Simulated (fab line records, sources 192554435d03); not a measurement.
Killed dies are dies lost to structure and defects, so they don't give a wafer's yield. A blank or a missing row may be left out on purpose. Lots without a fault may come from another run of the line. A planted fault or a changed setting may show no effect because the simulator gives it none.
Which tool did it? | flow n5_finfet | 11 lots, 30 wafers sampled, at 5 steps of a route of 1938

WHAT THE GAUGES READ, wafer by wafer
The record holds no reading of a measuring or inspecting step that can be judged against a usual standard deviation.

WHICH TOOL RAN EACH LOT (tool, then ch and the chambers of the sampled wafers, then the start)
lot  | N5_SDB_HM_OPEN_20                 | N5_SDB_STRIP_22                     | N5_HKMG_FIN_ETCH_54               | N5_HKMG_FIN_ALD_79                 | N5_PASSIVATION_PROBE_49
L996 | rie_diel-05 ch 1,2,3, day 3 18:07 | plasma_asher-02 ch 0,1, day 3 18:11 | rie_diel-04 ch 0,1, day 3 23:45   | ald_metal-03 ch 1,2, day 4 01:11   | -
L997 | rie_diel-05 ch 0,1,3, day 4 06:14 | plasma_asher-02 ch 0,1, day 4 06:21 | rie_diel-01 ch 0,2,3, day 4 11:31 | ald_metal-04 ch 0,1,3, day 4 12:57 | -
L998 | rie_diel-05 ch 2,3, day 4 10:55   | plasma_asher-01 ch 0,1, day 4 11:02 | rie_diel-04 ch 1,3, day 4 16:14   | ald_metal-04 ch 0,3, day 4 17:34   | -
L102 | rie_diel-05 ch 2,3, day 5 06:56   | plasma_asher-02 ch 0,1, day 5 07:01 | rie_diel-05 ch 1,2,3, day 5 12:49 | ald_metal-03 ch 0,1, day 5 14:09   | prober-01, day 16 02:46
L103 | rie_diel-04 ch 1,2,3, day 5 12:46 | plasma_asher-02 ch 0,1, day 5 12:50 | rie_diel-01 ch 0,1,3, day 5 18:08 | ald_metal-03 ch 0,1,3, day 5 19:28 | prober-01, day 16 18:02
L105 | rie_diel-05 ch 2, day 6 03:35     | plasma_asher-01 ch 0,1, day 6 03:40 | rie_diel-04 ch 3, day 6 09:24     | ald_metal-03 ch 0,2, day 6 10:56   | -
L111 | rie_diel-01 ch 2, day 7 13:59     | plasma_asher-02 ch 0, day 7 14:04   | rie_diel-05 ch 0,3, day 7 20:38   | ald_metal-01 ch 1, day 7 21:58     | prober-01, day 17 15:07
L112 | rie_diel-05 ch 1,3, day 7 17:49   | plasma_asher-01 ch 0,1, day 7 18:16 | rie_diel-04 ch 0,1,2, day 7 23:45 | ald_metal-03 ch 0,1,2, day 8 01:05 | -
L113 | rie_diel-01 ch 0,2,3, day 8 01:38 | plasma_asher-01 ch 0,1, day 8 01:43 | rie_diel-04 ch 0,2, day 8 07:09   | ald_metal-01 ch 1,3, day 8 08:29   | prober-01, day 18 12:02
L116 | rie_diel-05 ch 0,1, day 8 17:11   | plasma_asher-02 ch 0,1, day 8 17:19 | rie_diel-04 ch 0,1,3, day 8 23:07 | ald_metal-04 ch 0,1,3, day 9 00:26 | -
L119 | rie_diel-05 ch 0,1,2, day 9 16:02 | plasma_asher-02 ch 1, day 9 16:07   | rie_diel-04 ch 0,2,3, day 9 21:35 | ald_metal-03 ch 1,2, day 9 22:55   | -
- N5_SDB_HM_OPEN_20: chemistry CH3F/O2, target SiNx, stops on poly-Si, target depth 24 nm.
- N5_SDB_STRIP_22: strips in N2/H2.
- N5_HKMG_FIN_ETCH_54: etches SiARC in CF4, target depth 45.5 nm, time 75.8 s.
- N5_HKMG_FIN_ALD_79: deposits TiN, target thk 1.5 nm, pulse time 1 s, purge time 3 s.
- N5_PASSIVATION_PROBE_49

WHAT THE TOOLS THEMSELVES READ (means of the sampled wafers that have a number; where no wafer has one, the mark that the record gives instead)
N5_SDB_HM_OPEN_20. Usual: drypump_motor_current_A 5.6 A, standard deviation 0.41; oes_product_au 0.62 a.u., standard deviation 0.043; rf_vpp_V 298 V, standard deviation 7; showerhead_plenum_p_Torr 1.99 Torr, standard deviation 0.075; throttle_valve_pct 16.39 %, standard deviation 0.19.
lot  | tool        | drypump_motor_current_A (A) | oes_product_au (a.u.) | rf_vpp_V (V) | showerhead_plenum_p_Torr (Torr) | throttle_valve_pct (%) | flag
L996 | rie_diel-05 | 5.6                         | 0.62                  | 297          | 2.01                            | 16.46                  |
L997 | rie_diel-05 | 5.6                         | 0.63                  | 296          | 1.95                            | 16.34                  |
L998 | rie_diel-05 | 5.3                         | 0.59                  | 297          | 2.00                            | 16.42                  |
L102 | rie_diel-05 | 5.4                         | 0.59                  | 298          | 2.03                            | 16.45                  |
L103 | rie_diel-04 | 5.8                         | 0.67                  | 292          | 1.97                            | 16.47                  |
L105 | rie_diel-05 | 5.3                         | 0.59                  | 300          | 2.09                            | 16.52                  |
L111 | rie_diel-01 | 5.1                         | 0.58                  | 293          | 1.99                            | 16.55                  |
L112 | rie_diel-05 | 5.7                         | 0.58                  | 296          | 1.94                            | 16.45                  |
L113 | rie_diel-01 | 5.4                         | 0.60                  | 295          | 1.99                            | 16.52                  |
L116 | rie_diel-05 | 5.4                         | 0.62                  | 298          | 1.93                            | 16.35                  |
L119 | rie_diel-05 | 5.6                         | 0.60                  | 299          | 1.99                            | 16.47                  |

N5_SDB_STRIP_22. Usual: drypump_motor_current_A 6.05 A, standard deviation 0.19; heater_power_w 323 W, standard deviation 23; oes_product_au 0.715 a.u., standard deviation 0.0046; strip_time_to_endpoint_s 96.3 s, standard deviation 0.44.
lot  | tool            | drypump_motor_current_A (A) | heater_power_w (W) | oes_product_au (a.u.) | strip_time_to_endpoint_s (s) | flag
L996 | plasma_asher-02 | 5.90                        | 337                | 0.715                 | 96.8                         |
L997 | plasma_asher-02 | 5.90                        | 334                | 0.716                 | 96.2                         |
L998 | plasma_asher-01 | 6.16                        | 310                | 0.710                 | 96.8                         |
L102 | plasma_asher-02 | 5.89                        | 337                | 0.720                 | 97.0                         |
L103 | plasma_asher-02 | 5.90                        | 340                | 0.711                 | 96.1                         |
L105 | plasma_asher-01 | 6.14                        | 314                | 0.714                 | 97.0                         |
L111 | plasma_asher-02 | 6.16                        | 318                | 0.714                 | 96.6                         |
L112 | plasma_asher-01 | 6.12                        | 302                | 0.711                 | 96.0                         |
L113 | plasma_asher-01 | 6.11                        | 307                | 0.714                 | 96.2                         |
L116 | plasma_asher-02 | 5.89                        | 336                | 0.713                 | 96.3                         |
L119 | plasma_asher-02 | 5.76                        | 356                | 0.716                 | 96.2                         |

N5_HKMG_FIN_ETCH_54. Usual: drypump_motor_current_A 5.7 A, standard deviation 0.37; etch_rf_on_time_s 74.9 s, standard deviation 2.4; oes_product_au 0.67 a.u., standard deviation 0.058; rf_vpp_V 183.7 V, standard deviation 1.1; showerhead_plenum_p_Torr 2.12 Torr, standard deviation 0.066; throttle_valve_pct 15.62 %, standard deviation 0.24.
lot  | tool        | drypump_motor_current_A (A) | etch_rf_on_time_s (s) | oes_product_au (a.u.) | rf_vpp_V (V) | showerhead_plenum_p_Torr (Torr) | throttle_valve_pct (%) | flag
L996 | rie_diel-04 | 5.9                         | 76.5                  | 0.67                  | 184.4        | 2.12                            | 15.37                  |
L997 | rie_diel-01 | 5.5                         | 75.3                  | 0.64                  | 184.3        | 2.13                            | 15.68                  |
L998 | rie_diel-04 | 5.8                         | 73.5                  | 0.68                  | 183.1        | 2.07                            | 15.71                  |
L102 | rie_diel-05 | 5.7                         | 76.2                  | 0.64                  | 183.1        | 2.14                            | 15.68                  |
L103 | rie_diel-01 | 5.7                         | 76.8                  | 0.65                  | 184.7        | 2.18                            | 15.61                  |
L105 | rie_diel-04 | 5.5                         | 72.0                  | 0.69                  | 182.1        | 2.06                            | 15.57                  |
L111 | rie_diel-05 | 5.3                         | 76.3                  | 0.61                  | 183.8        | 2.04                            | 15.52                  |
L112 | rie_diel-04 | 5.8                         | 75.0                  | 0.69                  | 184.2        | 2.13                            | 15.63                  |
L113 | rie_diel-04 | 5.7                         | 73.2                  | 0.74                  | 184.5        | 2.18                            | 15.59                  |
L116 | rie_diel-04 | 5.8                         | 74.6                  | 0.65                  | 182.2        | 2.08                            | 15.57                  |
L119 | rie_diel-04 | 5.6                         | 73.3                  | 0.70                  | 184.3        | 2.12                            | 15.55                  |

N5_HKMG_FIN_ALD_79. Usual: chamber_pressure_Torr 2.999 Torr, standard deviation 0.0066; heater_power_w 883 W, standard deviation 77; precursor_pulse_height_rel 1.001, standard deviation 0.019.
lot  | tool         | chamber_pressure_Torr (Torr) | heater_power_w (W) | precursor_pulse_height_rel | flag
L996 | ald_metal-03 | 3.003                        | 905                | 0.996                      |
L997 | ald_metal-04 | 2.995                        | 860                | 1.016                      |
L998 | ald_metal-04 | 2.997                        | 796                | 0.996                      |
L102 | ald_metal-03 | -                            | -                  | -                          | OFF
L103 | ald_metal-03 | -                            | -                  | -                          | OFF
L105 | ald_metal-03 | 2.989                        | 913                | 1.003                      |
L111 | ald_metal-01 | 2.996                        | 967                | 1.022                      |
L112 | ald_metal-03 | 2.996                        | 897                | 1.014                      |
L113 | ald_metal-01 | 3.007                        | 853                | 1.013                      |
L116 | ald_metal-04 | 2.996                        | 863                | 1.013                      |
L119 | ald_metal-03 | 3.003                        | 900                | 0.993                      |

N5_PASSIVATION_PROBE_49. Usual: killed_at_M0_to_M3 36, standard deviation 10; killed_at_M4_up 14, standard deviation 5.2; killed_at_contacts 12, standard deviation 6; killed_at_front_end 37, standard deviation 10; killed_at_other 4, standard deviation 3.3; killed_dies 104, standard deviation 18; killed_on_rim 14, standard deviation 4.1; killed_open 68, standard deviation 14; killed_short 34, standard deviation 7.4.
lot  | tool      | killed_at_M0_to_M3 | killed_at_M4_up | killed_at_contacts | killed_at_front_end | killed_at_other | killed_dies | killed_on_rim | killed_open | killed_short | flag
L102 | prober-01 | 36                 | 11              | 20                 | 420                 | 3               | 490         | 55            | 82          | 41           | OFF
L103 | prober-01 | 31                 | 18              | 11                 | 418                 | 4               | 482         | 54            | 70          | 31           | OFF
L111 | prober-01 | 36                 | 12              | 5                  | 34                  | 6               | 92          | 13            | 62          | 26           |
L113 | prober-01 | 30                 | 14              | 8                  | 32                  | 12              | 96          | 17            | 57          | 33           |

THE ANSWER, worked out from the rows above alone
Rule: a lot is off if the mean of its wafers that have a number lies more than 3 standard deviations from the usual mean. A lot without any number at a reading at which 4 lots or more have one is off too. The other lots that the step has rows for count as sound. The gauges are gone through in route order, then the tools' own readings, and for those a lot's mean is taken as printed above. The first step at which some lot is off is used, and at that step the reading that is off furthest; a lot without a number counts as furthest.
Off: L102, L103, at N5_HKMG_FIN_ALD_79 (chamber_pressure_Torr). Without a number there: L102, L103.
A tool fits if, at that step or a process step before it, it ran every lot that is off, and no sound lot after the first of them. None of those tried fits.

WHAT THE SIMULATOR HAD PUT IN
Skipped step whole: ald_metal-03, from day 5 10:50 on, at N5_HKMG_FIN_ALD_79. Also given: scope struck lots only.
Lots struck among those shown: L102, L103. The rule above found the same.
